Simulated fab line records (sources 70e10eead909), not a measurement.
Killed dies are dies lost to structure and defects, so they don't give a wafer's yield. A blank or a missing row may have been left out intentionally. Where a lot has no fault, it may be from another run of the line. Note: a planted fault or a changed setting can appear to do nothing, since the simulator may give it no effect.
Matching of chambers | flow nandHarc | NHARC_A_SGD_CUT_ETCHBACK_24 on rieDiel-07 has 4 sister chambers
The step etches the open film in CH3F/O2, target depth 50 nm, time 92.857 s. 4 wafers are shown with their chamber, then 11 later ones without.

EACH WAFER AND ITS CHAMBER
wafer  | chamber | drypumpMotorCurrentA (A)
L088.1 | 3       | 5.4
L089.3 | 0       | 5.9
L089.6 | 2       | 6.4
L091.1 | 1       | 6.2

WAFERS WHOSE CHAMBER IS MISSING
wafer  | drypumpMotorCurrentA (A)
L091.4 | 5.4
L091.6 | 6.2
L090.3 | 6.2
L090.5 | 6.2
L090.6 | 6.5
L093.1 | 5.9
L093.4 | 6.2
L093.5 | 6.5
L094.1 | 6.5
L094.3 | 6.2
L094.5 | 5.9

WHICH CHAMBER EACH ONE RAN IN
wafer  | from the rows above | in truth
L091.4 | 3                   | 3
L091.6 | 1                   | 1
L090.3 | 1                   | 1
L090.5 | 1                   | 1
L090.6 | 2                   | 2
L093.1 | 0                   | 0
L093.4 | 1                   | 1
L093.5 | 2                   | 2
L094.1 | 2                   | 2
L094.3 | 1                   | 1
L094.5 | 0                   | 0
Correctly placed: 11 of 11. Can't be placed from these rows: 0. Placed wrongly: 0.
How it was worked out, from the rows above alone: a wafer's distance from a chamber is the root of the sum, over the readings, of the square of ((its reading less the chamber's mean) divided by the reading's scatter). The wafer belongs to the nearest chamber; if the next one is less than 2 further off, it can't be placed. A chamber's mean is the mean of its shown wafers. The scatter: with one shown wafer a chamber, the root of the mean of the squares of how far each hidden wafer lies from its nearest shown one.
